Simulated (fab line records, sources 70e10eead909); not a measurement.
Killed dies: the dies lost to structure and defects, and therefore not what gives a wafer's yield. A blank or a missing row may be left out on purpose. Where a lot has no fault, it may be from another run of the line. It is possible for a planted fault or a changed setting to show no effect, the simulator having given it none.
Which of the tools did it?    flow nandHarc    24 lots with 72 wafers sampled at 6 steps, on a route of 1159 steps

## WHAT THE GAUGES READ, wafer by wafer
Not one reading of a measure or inspect step in the record can be checked against a usual standard deviation.

## WHAT TOOL EACH LOT RAN ON (gives the tool, then ch and the chambers of the sampled wafers, and finally the start)
lot   NHARC_A_STAIRCASE_DESCUM_186       NHARC_A_STAIRCASE_TRIM_198     NHARC_A_STAIRCASE_ETCH_199     NHARC_A_STAIRCASE_TRIM_200     NHARC_A_STAIRCASE_ETCH_221     NHARC_A_STAIRCASE_ETCH_225
L075  rieDiel-04 ch 1,2,3, day 10 18:19  rieDiel-02 ch 0,1,2, no start  rieDiel-02 ch 0,2,3, no start  rieDiel-02 ch 0,1,2, no start  rieDiel-02 ch 0,2,3, no start  rieDiel-02 ch 0,1,2, no start
L074  rieDiel-04 ch 0,1,3, day 11 01:32  rieDiel-04 ch 0,1, no start    rieDiel-04 ch 2,3, no start    rieDiel-04 ch 2,3, no start    rieDiel-01 ch 0,2,3, no start  rieDiel-01 ch 0,1,2, no start
L076  rieDiel-04 ch 0,1,3, day 11 13:10  rieDiel-02 ch 0,3, no start    rieDiel-02 ch 0,1,3, no start  rieDiel-02 ch 1,3, no start    rieDiel-01 ch 0,1,3, no start  rieDiel-01 ch 0,1,2, no start
L077  rieDiel-01 ch 0,2,3, day 11 13:42  rieDiel-02 ch 0,1,3, no start  rieDiel-02 ch 0,1, no start    rieDiel-02 ch 0,1,2, no start  rieDiel-01 ch 2,3, no start    rieDiel-01 ch 1,2, no start
L078  rieDiel-02 ch 0,3, day 11 22:33    rieDiel-02 ch 0,2,3, no start  rieDiel-02 ch 1,3, no start    rieDiel-02 ch 0,2,3, no start  rieDiel-04 ch 0,1, no start    rieDiel-04 ch 0,1,3, no start
L079  rieDiel-02 ch 0,2,3, day 12 13:29  rieDiel-04 ch 1,2,3, no start  rieDiel-04 ch 0,1,2, no start  rieDiel-04 ch 0,2,3, no start  rieDiel-02 ch 0,2,3, no start  rieDiel-02 ch 0,1,3, no start
L080  rieDiel-02 ch 1,2, day 12 13:46    rieDiel-02 ch 0,3, no start    rieDiel-02 ch 0,1,2, no start  rieDiel-02 ch 0,1,2, no start  rieDiel-04 ch 0,3, no start    rieDiel-04 ch 1,2, no start
L082  rieDiel-02 ch 1,2,3, day 13 05:08  rieDiel-02 ch 0,2,3, no start  rieDiel-02 ch 0,3, no start    rieDiel-02 ch 1,3, no start    rieDiel-01 ch 1,2,3, no start  rieDiel-01 ch 1,3, no start
L081  rieDiel-01 ch 0,1, day 13 05:31    rieDiel-02 ch 0,1,3, no start  rieDiel-02 ch 0,2,3, no start  rieDiel-02 ch 0,1,2, no start  rieDiel-04 ch 0,1,2, no start  rieDiel-01 ch 1,2,3, no start
L083  rieDiel-01 ch 1,2, day 13 05:41    rieDiel-02 ch 2,3, no start    rieDiel-02 ch 0,3, no start    rieDiel-02 ch 0,1, no start    rieDiel-04 ch 0,1, no start    rieDiel-01 ch 0,3, no start
L084  rieDiel-02 ch 0,2,3, day 13 16:05  rieDiel-02 ch 2,3, no start    rieDiel-02 ch 1,3, no start    rieDiel-02 ch 1,2,3, no start  rieDiel-02 ch 1,2,3, no start  rieDiel-02 ch 0,2, no start
L086  rieDiel-04 ch 2,3, day 14 03:32    rieDiel-04 ch 1,2, no start    rieDiel-04 ch 2,3, no start    rieDiel-04 ch 0,1, no start    rieDiel-02 ch 0,2,3, no start  rieDiel-02 ch 0,1, no start
L085  rieDiel-02 ch 1,3, day 14 05:01    rieDiel-02 ch 2,3, no start    rieDiel-02 ch 0,2,3, no start  rieDiel-02 ch 0,3, no start    rieDiel-02 ch 0,1, no start    rieDiel-02 ch 2,3, no start
L087  rieDiel-04 ch 0,1, day 14 09:31    rieDiel-04 ch 0,1,2, no start  rieDiel-04 ch 1,2, no start    rieDiel-04 ch 0,1,2, no start  rieDiel-04 ch 1,2,3, no start  rieDiel-04 ch 0,1, no start
L089  rieDiel-02 ch 0,3, day 14 15:01    rieDiel-04 ch 0,2,3, no start  rieDiel-04 ch 0,1,3, no start  rieDiel-04 ch 1,2,3, no start  rieDiel-01 ch 0,1,3, no start  rieDiel-01 ch 0,2, no start
L088  rieDiel-01 ch 0,1, day 14 15:43    rieDiel-01 ch 0,3, no start    rieDiel-01 ch 0,1,3, no start  rieDiel-01 ch 0,1,3, no start  rieDiel-01 ch 1,3, no start    rieDiel-01 ch 0,1,3, no start
L090  rieDiel-04 ch 0,1,2, day 14 23:32  rieDiel-04 ch 1,2,3, no start  rieDiel-04 ch 0,3, no start    rieDiel-04 ch 1,2, no start    rieDiel-04 ch 1,2, no start    rieDiel-04 ch 0,1, no start
L091  rieDiel-01 ch 1,2,3, day 15 00:01  rieDiel-01 ch 1,3, no start    rieDiel-01 ch 0,3, no start    rieDiel-01 ch 0,3, no start    rieDiel-02 ch 1,2,3, no start  rieDiel-02 ch 0,1, no start
L093  rieDiel-01 ch 1,3, day 15 14:33    rieDiel-01 ch 2,3, no start    rieDiel-01 ch 0,3, no start    rieDiel-01 ch 1,2, no start    rieDiel-04 ch 0,2,3, no start  rieDiel-04 ch 0,3, no start
L092  rieDiel-02 ch 1,2,3, day 15 15:07  rieDiel-04 ch 0,1,3, no start  rieDiel-04 ch 1,2, no start    rieDiel-04 ch 0,2,3, no start  rieDiel-01 ch 1,2,3, no start  rieDiel-01 ch 0,2,3, no start
L094  rieDiel-01 ch 2,3, day 16 04:04    rieDiel-01 ch 0,2,3, no start  rieDiel-01 ch 0,1,3, no start  rieDiel-01 ch 1,2,3, no start  rieDiel-02 ch 0,1,2, no start  rieDiel-02 ch 0,1,2, no start
L095  rieDiel-02 ch 0,1, day 16 04:23    rieDiel-01 ch 1,2,3, no start  rieDiel-01 ch 0,1,3, no start  rieDiel-01 ch 1,2,3, no start  rieDiel-01 ch 0,1, no start    rieDiel-01 ch 1,2,3, no start
L096  rieDiel-01 ch 1,2, day 16 10:46    rieDiel-01 ch 1,2,3, no start  rieDiel-01 ch 1,2, no start    rieDiel-01 ch 2,3, no start    rieDiel-04 ch 0,1,3, no start  rieDiel-04 ch 1,2,3, no start
L097  rieDiel-02 ch 0,2,3, day 16 14:50  rieDiel-02 ch 0,1, no start    rieDiel-02 ch 0,3, no start    rieDiel-02 ch 1,3, no start    rieDiel-01 ch 1,2,3, no start  rieDiel-01 ch 1,3, no start
- NHARC_A_STAIRCASE_DESCUM_186: chemistry O2, time 3 s.
- NHARC_A_STAIRCASE_TRIM_198: chemistry O2, time 211.2 s.
- NHARC_A_STAIRCASE_ETCH_199: etches the open film in C4F8/O2, target depth 100 nm, time 40.5 s.
- NHARC_A_STAIRCASE_TRIM_200: chemistry O2, time 211.2 s.
- NHARC_A_STAIRCASE_ETCH_221: etches the open film in C4F8/O2, target depth 100 nm, time 40.5 s.
- NHARC_A_STAIRCASE_ETCH_225: etches the open film in C4F8/O2, target depth 100 nm, time 40.5 s.

## AS READ BY THE TOOLS THEMSELVES (means over the sampled wafers that have a number; for cases with no such wafer, the mark the record gives instead)
NHARC_A_STAIRCASE_DESCUM_186. Usual: drypumpMotorCurrentA 5.7 A, standard deviation 0.46; oesProductAu 0.997 a.u., standard deviation 0.014; rfVppV 57.8 V, standard deviation 1; showerheadPlenumPTorr 1.89 Torr, standard deviation 0.1; throttleValvePct 11.312 %, standard deviation 0.0091.
lot   tool        drypumpMotorCurrentA (A)  oesProductAu (a.u.)  rfVppV (V)  showerheadPlenumPTorr (Torr)  throttleValvePct (%)  flag
L075  rieDiel-04  5.7                       1.000                57.3        1.92                          11.318                
L074  rieDiel-04  5.5                       1.000                58.5        1.97                          11.315                
L076  rieDiel-04  5.5                       1.001                58.9        1.97                          11.311                
L077  rieDiel-01  5.6                       0.998                58.3        1.91                          11.314                
L078  rieDiel-02  5.5                       1.000                57.4        1.79                          11.312                
L079  rieDiel-02  5.7                       0.990                58.4        1.78                          11.315                
L080  rieDiel-02  6.0                       0.980                57.9        1.78                          11.311                
L082  rieDiel-02  5.7                       0.993                58.0        1.79                          11.303                
L081  rieDiel-01  5.5                       1.003                58.2        2.03                          11.314                
L083  rieDiel-01  5.8                       1.018                58.4        1.99                          11.307                
L084  rieDiel-02  5.7                       1.003                57.3        1.78                          11.306                
L086  rieDiel-04  5.5                       0.997                57.4        1.90                          11.321                
L085  rieDiel-02  5.9                       0.988                57.1        1.81                          11.307                
L087  rieDiel-04  5.6                       1.003                58.2        1.96                          11.316                
L089  rieDiel-02  5.9                       0.985                57.7        1.78                          11.315                
L088  rieDiel-01  5.6                       0.985                58.3        1.99                          11.311                
L090  rieDiel-04  5.5                       0.997                57.4        1.94                          11.318                
L091  rieDiel-01  5.5                       1.000                57.6        1.93                          11.314                
L093  rieDiel-01  5.2                       1.000                57.9        1.97                          11.312                
L092  rieDiel-02  5.8                       1.006                57.9        1.90                          11.314                
L094  rieDiel-01  5.4                       1.003                58.0        1.85                          11.308                
L095  rieDiel-02  6.3                       1.005                56.6        1.79                          11.310                
L096  rieDiel-01  5.8                       1.001                58.3        1.98                          11.307                
L097  rieDiel-02  5.8                       1.002                58.2        1.88                          11.300                

NHARC_A_STAIRCASE_TRIM_198. Usual: drypumpMotorCurrentA 5.7 A, standard deviation 0.45; oesProductAu 0.995 a.u., standard deviation 0.014; rfVppV 57.6 V, standard deviation 0.92; showerheadPlenumPTorr 3.45 Torr, standard deviation 0.16; throttleValvePct 17.036 %, standard deviation 0.0091.
lot   tool        drypumpMotorCurrentA (A)  oesProductAu (a.u.)  rfVppV (V)  showerheadPlenumPTorr (Torr)  throttleValvePct (%)  flag
L075  rieDiel-02  6.1                       0.985                57.8        3.33                          17.037                
L074  rieDiel-04  5.3                       1.007                57.9        3.67                          17.022                
L076  rieDiel-02  5.5                       0.995                57.1        3.33                          17.033                
L077  rieDiel-02  5.9                       0.997                58.1        3.34                          17.032                
L078  rieDiel-02  5.8                       0.997                57.2        3.30                          17.032                
L079  rieDiel-04  5.7                       1.004                58.6        3.53                          17.034                
L080  rieDiel-02  5.9                       0.996                56.7        3.31                          17.040                
L082  rieDiel-02  5.7                       0.985                57.2        3.30                          17.037                
L081  rieDiel-02  5.9                       0.998                57.2        3.34                          17.035                
L083  rieDiel-02  5.6                       0.979                57.4        3.29                          17.033                
L084  rieDiel-02  5.6                       0.982                57.2        3.29                          17.035                
L086  rieDiel-04  5.6                       1.000                57.2        3.50                          17.033                
L085  rieDiel-02  5.6                       0.984                57.2        3.28                          17.028                
L087  rieDiel-04  5.4                       1.000                58.7        3.57                          17.038                
L089  rieDiel-04  5.3                       0.988                57.5        3.57                          17.036                
L088  rieDiel-01  5.5                       0.984                57.4        3.52                          17.041                
L090  rieDiel-04  5.7                       1.000                57.2        3.53                          17.038                
L091  rieDiel-01  5.1                       0.992                58.2        3.48                          17.030                
L093  rieDiel-01  5.8                       1.012                58.0        3.50                          17.043                
L092  rieDiel-04  5.5                       0.999                58.7        3.60                          17.033                
L094  rieDiel-01  5.6                       0.995                58.2        3.51                          17.036                
L095  rieDiel-01  5.5                       1.003                57.7        3.56                          17.039                
L096  rieDiel-01  5.5                       1.001                57.7        3.56                          17.037                
L097  rieDiel-02  6.3                       0.995                56.6        3.31                          17.042                

NHARC_A_STAIRCASE_ETCH_199. Usual: oesProductAu 0.937 a.u., standard deviation 0.014; rfVppV 893 V, standard deviation 6.
lot   tool        oesProductAu (a.u.)  rfVppV (V)  flag
L075  rieDiel-02  0.942                888         
L074  rieDiel-04  0.937                896         
L076  rieDiel-02  0.943                890         
L077  rieDiel-02  0.935                890         
L078  rieDiel-02  0.947                890         
L079  rieDiel-04  0.947                899         
L080  rieDiel-02  0.942                887         
L082  rieDiel-02  0.944                888         
L081  rieDiel-02  0.936                887         
L083  rieDiel-02  0.941                887         
L084  rieDiel-02  0.943                889         
L086  rieDiel-04  0.931                897         
L085  rieDiel-02  0.923                887         
L087  rieDiel-04  0.936                894         
L089  rieDiel-04  0.925                899         
L088  rieDiel-01  0.938                898         
L090  rieDiel-04  0.927                898         
L091  rieDiel-01  0.928                892         
L093  rieDiel-01  0.936                896         
L092  rieDiel-04  0.961                896         
L094  rieDiel-01  0.936                897         
L095  rieDiel-01  0.937                898         
L096  rieDiel-01  0.948                900         
L097  rieDiel-02  0.963                887         

NHARC_A_STAIRCASE_TRIM_200. Usual: drypumpMotorCurrentA 5.7 A, standard deviation 0.46; oesProductAu 0.996 a.u., standard deviation 0.013; rfVppV 57.5 V, standard deviation 0.84; showerheadPlenumPTorr 3.46 Torr, standard deviation 0.16; throttleValvePct 17.036 %, standard deviation 0.0088.
lot   tool        drypumpMotorCurrentA (A)  oesProductAu (a.u.)  rfVppV (V)  showerheadPlenumPTorr (Torr)  throttleValvePct (%)  flag
L075  rieDiel-02  6.1                       0.987                57.4        3.33                          17.043                
L074  rieDiel-04  5.5                       1.002                58.1        3.51                          17.035                
L076  rieDiel-02  5.6                       1.009                57.7        3.35                          17.024                
L077  rieDiel-02  6.1                       0.991                57.0        3.32                          17.030                
L078  rieDiel-02  5.8                       0.990                57.0        3.30                          17.024                
L079  rieDiel-04  5.3                       1.004                57.6        3.58                          17.044                
L080  rieDiel-02  6.1                       0.988                57.3        3.32                          17.040                
L082  rieDiel-02  6.0                       0.990                57.5        3.36                          17.035                
L081  rieDiel-02  6.1                       0.983                57.2        3.32                          17.038                
L083  rieDiel-02  6.3                       0.994                57.7        3.32                          17.034                
L084  rieDiel-02  5.8                       0.989                56.8        3.32                          17.032                
L086  rieDiel-04  5.6                       1.004                57.3        3.61                          17.042                
L085  rieDiel-02  5.9                       0.988                57.7        3.30                          17.036                
L087  rieDiel-04  5.5                       1.005                57.8        3.57                          17.038                
L089  rieDiel-04  5.7                       1.004                57.7        3.53                          17.031                
L088  rieDiel-01  5.4                       0.990                58.6        3.57                          17.038                
L090  rieDiel-04  5.6                       1.006                56.9        3.49                          17.032                
L091  rieDiel-01  5.3                       0.991                56.8        3.42                          17.040                
L093  rieDiel-01  5.6                       0.996                58.1        3.71                          17.038                
L092  rieDiel-04  5.3                       0.995                57.9        3.56                          17.034                
L094  rieDiel-01  5.5                       1.006                57.1        3.56                          17.034                
L095  rieDiel-01  5.5                       0.998                58.1        3.56                          17.043                
L096  rieDiel-01  5.8                       1.009                57.2        3.50                          17.038                
L097  rieDiel-02  5.5                       1.021                56.9        3.33                          17.043                

NHARC_A_STAIRCASE_ETCH_221. Usual: oesProductAu 0.933 a.u., standard deviation 0.016; rfVppV 895 V, standard deviation 6.1.
lot   tool        oesProductAu (a.u.)  rfVppV (V)  flag
L075  rieDiel-02  0.923                886         
L074  rieDiel-01  0.928                897         
L076  rieDiel-01  0.929                898         
L077  rieDiel-01  0.926                896         
L078  rieDiel-04  0.957                900         
L079  rieDiel-02  0.937                888         
L080  rieDiel-04  0.915                899         
L082  rieDiel-01  0.932                897         
L081  rieDiel-04  0.931                897         
L083  rieDiel-04  0.930                900         
L084  rieDiel-02  0.911                888         
L086  rieDiel-02  0.917                887         
L085  rieDiel-02  0.935                889         
L087  rieDiel-04  0.949                896         
L089  rieDiel-01  0.924                898         
L088  rieDiel-01  0.932                900         
L090  rieDiel-04  0.923                894         
L091  rieDiel-02  0.952                894         
L093  rieDiel-04  0.946                897         
L092  rieDiel-01  0.923                898         
L094  rieDiel-02  0.944                894         
L095  rieDiel-01  0.946                900         
L096  rieDiel-04  0.932                898         
L097  rieDiel-01  0.926                897         

NHARC_A_STAIRCASE_ETCH_225. Usual: oesProductAu 0.939 a.u., standard deviation 0.015; rfVppV 895 V, standard deviation 6.2.
lot   tool        oesProductAu (a.u.)  rfVppV (V)  flag
L075  rieDiel-02  0.930                889         
L074  rieDiel-01  0.949                901         
L076  rieDiel-01  0.943                902         
L077  rieDiel-01  0.953                903         
L078  rieDiel-04  0.948                898         
L079  rieDiel-02  0.936                889         
L080  rieDiel-04  0.955                896         
L082  rieDiel-01  0.932                894         
L081  rieDiel-01  0.936                898         
L083  rieDiel-01  0.929                893         
L084  rieDiel-02  0.929                887         
L086  rieDiel-02  0.919                888         
L085  rieDiel-02  0.920                887         
L087  rieDiel-04  0.952                899         
L089  rieDiel-01  0.935                899         
L088  rieDiel-01  0.927                897         
L090  rieDiel-04  0.946                901         
L091  rieDiel-02  0.945                889         
L093  rieDiel-04  0.950                901         
L092  rieDiel-01  0.949                895         
L094  rieDiel-02  0.937                894         
L095  rieDiel-01  0.964                898         
L096  rieDiel-04  0.939                897         
L097  rieDiel-01  0.939                893         

## THE ANSWER, worked out from the rows above alone
Rule: lot off if the mean of its wafers having a number is beyond 3 standard deviations from the usual mean. Also off: a lot with no number at a reading for which 4 or more lots have one. All remaining lots with rows at the step are treated as sound. The gauges are gone through in route order, then the tools' own readings, and for those a lot's mean is taken as printed above. At the first step where some lot is off, the reading lying furthest off is the one used; lots without a number count as furthest.
None of the lots is off at any reading shown; this tells nothing.

## WHAT THE SIMULATOR HAD PUT IN
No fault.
